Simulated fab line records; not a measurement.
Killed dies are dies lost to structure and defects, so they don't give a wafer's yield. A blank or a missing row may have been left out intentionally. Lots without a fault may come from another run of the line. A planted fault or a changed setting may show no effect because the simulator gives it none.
Which tool did it? :: flow n5 finfet :: Sampling: 8 lots, 24 wafers, 7 of 1938 route steps

== WHAT EACH GAUGE READ, for each wafer ==
N5_FIN_SAQP_INSPECT_40: inspects for defects (brightfield).
lot: L334
measured: day 3 09:22
on: defect inspect-01
raw defect count: 255 210 250

lot: L338
measured: day 4 09:16
on: defect inspect-01
raw defect count: 207 195 297

lot: L339
measured: day 4 15:07
on: defect inspect-01
raw defect count: 258 279 273

lot: L340
measured: day 4 23:37
on: defect inspect-02
raw defect count: 1645 1588 1586

lot: L344
measured: day 5 21:59
on: defect inspect-02
raw defect count: 165 163 149

lot: L345
measured: day 6 02:49
on: defect inspect-02
raw defect count: 1690 1697 1805

lot: L351
measured: day 7 14:49
on: defect inspect-01
raw defect count: 148 181 197

lot: L352
measured: day 7 20:26
on: defect inspect-02
raw defect count: 260 227 172

N5_FIN_CUT_OVL_MEAS_09.
lot: L334
measured: day 3 09:42
on: overlay-02
FIN_CUT_OVL (nm): 0.5 0.9 0.6

lot: L338
measured: day 4 09:44
on: overlay-02
FIN_CUT_OVL (nm): 0.9 1.0 0.8

lot: L339
measured: day 4 15:34
on: overlay-02
FIN_CUT_OVL (nm): -0.1 -0.1 0.5

lot: L340
measured: day 5 00:04
on: overlay-02
FIN_CUT_OVL (nm): 0.7 1.2 0.0

lot: L344
measured: day 5 22:27
on: overlay-02
FIN_CUT_OVL (nm): 0.5 0.3 0.9

lot: L345
measured: day 6 03:09
on: overlay-02
FIN_CUT_OVL (nm): 0.0 0.0 0.3

lot: L351
measured: day 7 15:17
on: overlay-02
FIN_CUT_OVL (nm): 1.6 1.1 0.9

lot: L352
measured: day 7 20:46
on: overlay-01
FIN_CUT_OVL (nm): 0.1 1.6 0.1

N5_FIN_CUT_INSPECT_10: inspects for defects (brightfield).
lot: L334
measured: day 3 09:45
on: defect inspect-02
raw defect count: 59 35 43

lot: L338
measured: day 4 09:47
on: defect inspect-02
raw defect count: 31 44 47

lot: L339
measured: day 4 15:38
on: defect inspect-01
raw defect count: 60 57 53

lot: L340
measured: day 5 00:08
on: defect inspect-01
raw defect count: 1545 1457 1486

lot: L344
measured: day 5 22:31
on: defect inspect-01
raw defect count: 42 39 38

lot: L345
measured: day 6 03:13
on: defect inspect-02
raw defect count: 1488 1504 1461

lot: L351
measured: day 7 15:20
on: defect inspect-01
raw defect count: 49 31 42

lot: L352
measured: day 7 20:49
on: defect inspect-02
raw defect count: 39 49 34

N5_BEOL_M4_RC_MEAS_101.
lot: L334
measured: day 9 04:34
on: prober-01
DIBL_N (mV/V): 37.6 37.9 36.8
DIBL_P (mV/V): 36.9 37.5 35.5
IOFF_N (nA/um): 0.169 0.162 0.147
IOFF_P (nA/um): 0.20 0.22 0.18
ION_N (uA/um): 693 684 675
ION_P (uA/um): 465 461 462
SS_N (mV/dec): 71.9 71.7 71.4
SS_P (mV/dec): 73.8 74.0 72.9
VT_N (mV): 245 247 251
VT_P (mV): -252 -249 -254

lot: L338
measured: day 10 02:16
on: prober-02
DIBL_N (mV/V): 34.6 35.9 35.2
DIBL_P (mV/V): 34.3 35.7 34.7
IOFF_N (nA/um): 0.121 0.136 0.137
IOFF_P (nA/um): 0.19 0.21 0.19
ION_N (uA/um): 663 674 677
ION_P (uA/um): 457 467 468
SS_N (mV/dec): 70.1 71.3 70.8
SS_P (mV/dec): 73.5 72.8 72.4
VT_N (mV): 253 252 250
VT_P (mV): -249 -247 -249

lot: L339
measured: day 10 05:30
on: prober-01
DIBL_N (mV/V): 38.0 34.9 33.6
DIBL_P (mV/V): 37.4 34.3 32.3
IOFF_N (nA/um): 0.178 0.117 0.105
IOFF_P (nA/um): 0.21 0.17 0.14
ION_N (uA/um): 676 656 661
ION_P (uA/um): 456 454 450
SS_N (mV/dec): 71.5 71.0 69.8
SS_P (mV/dec): 73.8 73.0 72.1
VT_N (mV): 252 255 255
VT_P (mV): -254 -252 -256

lot: L340
measured: day 10 15:32
on: prober-01
DIBL_N (mV/V): 35.1 35.3 34.7
DIBL_P (mV/V): 34.7 35.3 34.5
IOFF_N (nA/um): 0.135 0.146 0.150
IOFF_P (nA/um): 0.18 0.18 0.18
ION_N (uA/um): 666 673 697
ION_P (uA/um): 458 456 468
SS_N (mV/dec): 71.8 71.5 70.6
SS_P (mV/dec): 71.9 72.5 72.7
VT_N (mV): 252 249 248
VT_P (mV): -251 -251 -251

lot: L344
measured: day 11 22:08
on: prober-02
DIBL_N (mV/V): 32.9 35.7 34.3
DIBL_P (mV/V): 33.5 35.7 34.1
IOFF_N (nA/um): 0.126 0.171 0.139
IOFF_P (nA/um): 0.21 0.24 0.22
ION_N (uA/um): 676 688 684
ION_P (uA/um): 472 475 471
SS_N (mV/dec): 70.3 71.7 71.1
SS_P (mV/dec): 73.4 74.5 73.3
VT_N (mV): 251 247 252
VT_P (mV): -248 -245 -244

lot: L345
measured: day 11 22:31
on: prober-01
DIBL_N (mV/V): 37.7 34.0 33.2
DIBL_P (mV/V): 38.3 33.9 32.5
IOFF_N (nA/um): 0.189 0.121 0.106
IOFF_P (nA/um): 0.22 0.17 0.14
ION_N (uA/um): 685 668 656
ION_P (uA/um): 463 460 452
SS_N (mV/dec): 71.8 71.3 70.4
SS_P (mV/dec): 74.0 72.1 72.6
VT_N (mV): 249 255 255
VT_P (mV): -252 -254 -257

lot: L351
measured: day 13 18:52
on: prober-02
DIBL_N (mV/V): 35.8 38.4 35.3
DIBL_P (mV/V): 35.0 37.4 33.1
IOFF_N (nA/um): 0.147 0.197 0.138
IOFF_P (nA/um): 0.19 0.24 0.18
ION_N (uA/um): 677 691 682
ION_P (uA/um): 463 478 464
SS_N (mV/dec): 71.3 71.6 71.0
SS_P (mV/dec): 72.4 72.5 71.9
VT_N (mV): 250 246 254
VT_P (mV): -248 -247 -250

lot: L352
measured: day 13 22:43
on: prober-02
DIBL_N (mV/V): 34.5 35.1 35.3
DIBL_P (mV/V): 34.1 35.6 35.2
IOFF_N (nA/um): 0.145 0.163 0.164
IOFF_P (nA/um): 0.19 0.21 0.21
ION_N (uA/um): 673 687 692
ION_P (uA/um): 471 470 469
SS_N (mV/dec): 70.7 70.5 70.9
SS_P (mV/dec): 72.4 72.9 72.9
VT_N (mV): 249 246 247
VT_P (mV): -249 -247 -247

== EACH LOT AND THE TOOL THAT RAN IT (in order: tool; ch and the chambers of the sampled wafers; start) ==
lot: L334
N5_FIN_SAQP_ETCH_51: rie diel-03 ch 0,2,3, day 3 05:13
N5_FIN_SAQP_HM_OPEN_33: rie diel-03 ch 1,3, day 3 08:50
N5_FIN_SAQP_FIN_ETCH_36: rie si-04 ch 0,1, day 3 09:07

lot: L338
N5_FIN_SAQP_ETCH_51: rie diel-03 ch 0,1,2, day 4 04:41
N5_FIN_SAQP_HM_OPEN_33: rie diel-03 ch 1,2,3, day 4 08:44
N5_FIN_SAQP_FIN_ETCH_36: rie si-03 ch 0,2,3, day 4 09:01

lot: L339
N5_FIN_SAQP_ETCH_51: rie diel-03 ch 0,2,3, day 4 10:41
N5_FIN_SAQP_HM_OPEN_33: rie diel-06 ch 0,2,3, day 4 14:35
N5_FIN_SAQP_FIN_ETCH_36: rie si-05 ch 0,1,3, day 4 14:52

lot: L340
N5_FIN_SAQP_ETCH_51: rie diel-03 ch 0,1,2, day 4 17:44
N5_FIN_SAQP_HM_OPEN_33: rie diel-05 ch 0,2,3, day 4 23:04
N5_FIN_SAQP_FIN_ETCH_36: rie si-05 ch 0,2,3, day 4 23:22

lot: L344
N5_FIN_SAQP_ETCH_51: rie diel-06 ch 1,2,3, day 5 17:24
N5_FIN_SAQP_HM_OPEN_33: rie diel-06 ch 1,2, day 5 21:27
N5_FIN_SAQP_FIN_ETCH_36: rie si-04 ch 2,3, day 5 21:44

lot: L345
N5_FIN_SAQP_ETCH_51: rie diel-03 ch 0,2,3, day 5 22:37
N5_FIN_SAQP_HM_OPEN_33: rie diel-05 ch 1,2,3, day 6 02:17
N5_FIN_SAQP_FIN_ETCH_36: rie si-04 ch 0,1,3, day 6 02:34

lot: L351
N5_FIN_SAQP_ETCH_51: rie diel-05 ch 0,2,3, day 7 10:28
N5_FIN_SAQP_HM_OPEN_33: rie diel-06 ch 0,1, day 7 14:16
N5_FIN_SAQP_FIN_ETCH_36: rie si-05 ch 0,1, day 7 14:34

lot: L352
N5_FIN_SAQP_ETCH_51: rie diel-06 ch 0,1,3, day 7 16:14
N5_FIN_SAQP_HM_OPEN_33: rie diel-03 ch 0,1,2, day 7 19:53
N5_FIN_SAQP_FIN_ETCH_36: rie si-03 ch 0,1, day 7 20:11
- N5_FIN_SAQP_ETCH_51: etches SiARC in CF4, target depth 45.5 nm, time 75.8 s.
- N5_FIN_SAQP_HM_OPEN_33: chemistry CH3F/O2, target SiNx, target depth 49.4 nm, time 70.6 s.
- N5_FIN_SAQP_FIN_ETCH_36: etches the open film in HBr/Cl2/O2, target depth 120 nm, time 50.4 s.

== AS READ BY THE TOOLS THEMSELVES (means over the sampled wafers that have a number; for cases with no such wafer, the mark the record gives instead) ==
N5_FIN_SAQP_ETCH_51.
lot: L334
tool: rie diel-03
drypump motor current A (A): 6.0
etch rf on time s (s): 75.8
oes product au (a.u.): 0.66
rf vpp V (V): 183.5
showerhead plenum p Torr (Torr): 2.09
throttle valve pct (%): 15.63

lot: L338
tool: rie diel-03
drypump motor current A (A): 5.8
etch rf on time s (s): 73.3
oes product au (a.u.): 0.67
rf vpp V (V): 183.7
showerhead plenum p Torr (Torr): 2.12
throttle valve pct (%): 15.69

lot: L339
tool: rie diel-03
drypump motor current A (A): 6.0
etch rf on time s (s): 74.2
oes product au (a.u.): 0.75
rf vpp V (V): 183.7
showerhead plenum p Torr (Torr): 2.09
throttle valve pct (%): 15.49

lot: L340
tool: rie diel-03
drypump motor current A (A): 5.9
etch rf on time s (s): 73.5
oes product au (a.u.): 0.66
rf vpp V (V): 184.3
showerhead plenum p Torr (Torr): 2.11
throttle valve pct (%): 15.69

lot: L344
tool: rie diel-06
drypump motor current A (A): 5.8
etch rf on time s (s): 76.7
oes product au (a.u.): 0.63
rf vpp V (V): 182.5
showerhead plenum p Torr (Torr): 2.08
throttle valve pct (%): 15.53

lot: L345
tool: rie diel-03
drypump motor current A (A): 6.0
etch rf on time s (s): 74.2
oes product au (a.u.): 0.73
rf vpp V (V): 183.0
showerhead plenum p Torr (Torr): 2.08
throttle valve pct (%): 15.52

lot: L351
tool: rie diel-05
drypump motor current A (A): 5.5
etch rf on time s (s): 74.6
oes product au (a.u.): 0.69
rf vpp V (V): 184.4
showerhead plenum p Torr (Torr): 2.15
throttle valve pct (%): 15.54

lot: L352
tool: rie diel-06
drypump motor current A (A): 5.6
etch rf on time s (s): 75.6
oes product au (a.u.): 0.63
rf vpp V (V): 184.5
showerhead plenum p Torr (Torr): 2.13
throttle valve pct (%): 15.59

N5_FIN_SAQP_HM_OPEN_33.
lot: L334
tool: rie diel-03
drypump motor current A (A): 5.4
etch rf on time s (s): 69.8
oes product au (a.u.): 0.58
rf vpp V (V): 305
showerhead plenum p Torr (Torr): 2.02
throttle valve pct (%): 16.63

lot: L338
tool: rie diel-03
drypump motor current A (A): 5.7
etch rf on time s (s): 67.7
oes product au (a.u.): 0.70
rf vpp V (V): 302
showerhead plenum p Torr (Torr): 1.98
throttle valve pct (%): 16.38

lot: L339
tool: rie diel-06
drypump motor current A (A): 5.7
etch rf on time s (s): 70.2
oes product au (a.u.): 0.61
rf vpp V (V): 297
showerhead plenum p Torr (Torr): 1.96
throttle valve pct (%): 16.38

lot: L340
tool: rie diel-05
drypump motor current A (A): 5.5
etch rf on time s (s): 68.4
oes product au (a.u.): 0.63
rf vpp V (V): 298
showerhead plenum p Torr (Torr): 2.02
throttle valve pct (%): 16.40

lot: L344
tool: rie diel-06
drypump motor current A (A): 5.6
etch rf on time s (s): 71.6
oes product au (a.u.): 0.61
rf vpp V (V): 291
showerhead plenum p Torr (Torr): 1.92
throttle valve pct (%): 16.27

lot: L345
tool: rie diel-05
drypump motor current A (A): 5.4
etch rf on time s (s): 66.6
oes product au (a.u.): 0.62
rf vpp V (V): 302
showerhead plenum p Torr (Torr): 2.02
throttle valve pct (%): 16.40

lot: L351
tool: rie diel-06
drypump motor current A (A): 5.3
etch rf on time s (s): 69.9
oes product au (a.u.): 0.64
rf vpp V (V): 299
showerhead plenum p Torr (Torr): 2.02
throttle valve pct (%): 16.22

lot: L352
tool: rie diel-03
drypump motor current A (A): 5.8
etch rf on time s (s): 67.5
oes product au (a.u.): 0.73
rf vpp V (V): 301
showerhead plenum p Torr (Torr): 1.96
throttle valve pct (%): 16.33

N5_FIN_SAQP_FIN_ETCH_36.
lot: L334
tool: rie si-04
drypump motor current A (A): 5.9
oes product au (a.u.): 0.998
throttle valve pct (%): 35.96

lot: L338
tool: rie si-03
drypump motor current A (A): 5.9
oes product au (a.u.): 0.979
throttle valve pct (%): 35.80

lot: L339
tool: rie si-05
drypump motor current A (A): 5.6
oes product au (a.u.): 0.980
throttle valve pct (%): 35.70

lot: L340
tool: rie si-05
drypump motor current A (A): 5.7
oes product au (a.u.): 1.004
throttle valve pct (%): 35.58

lot: L344
tool: rie si-04
drypump motor current A (A): 5.7
oes product au (a.u.): 0.962
throttle valve pct (%): 36.04

lot: L345
tool: rie si-04
drypump motor current A (A): 5.9
oes product au (a.u.): 0.990
throttle valve pct (%): 35.98

lot: L351
tool: rie si-05
drypump motor current A (A): 5.2
oes product au (a.u.): 0.988
throttle valve pct (%): 35.74

lot: L352
tool: rie si-03
drypump motor current A (A): 5.9
oes product au (a.u.): 0.965
throttle valve pct (%): 35.87

== THE ANSWER, worked out from the rows above alone ==
Rule: the lots themselves supply what counts as usual. Put in order of their means at a reading, lots are off if they are a third of the lots or fewer, leave a main group of 4 or more, and stand apart from it by a gap of 3 or more times the standard deviation of the main group's means; of several such gaps the widest counts. The tables above print the reading to a certain number of digits; a main group whose means all agree to those digits is not used. A lot without any number at a reading at which 4 lots or more have one is off too. Where the step has rows for the other lots, those lots are counted as sound. After the gauges, taken in route order, come the tools' own readings; for these a lot's mean is taken, as printed above. The first step at which some lot is off is used, and at that step the reading that is off furthest; a lot without a number counts as furthest.
Off: L340, L345, at N5_FIN_SAQP_INSPECT_40 (raw defect count). For the main group the mean is 216 and the standard deviation 38.
If a tool, at a process step before that reading, ran all the lots that are off and no sound lot after the first of them, it fits. The gauges at N5_FIN_SAQP_INSPECT_40 are tried like those tools. Can't be told from this: 2 tools fit, rie diel-03 at N5_FIN_SAQP_ETCH_51, rie diel-05 at N5_FIN_SAQP_HM_OPEN_33.

== WHAT HAD BEEN PUT IN BY THE SIMULATOR ==
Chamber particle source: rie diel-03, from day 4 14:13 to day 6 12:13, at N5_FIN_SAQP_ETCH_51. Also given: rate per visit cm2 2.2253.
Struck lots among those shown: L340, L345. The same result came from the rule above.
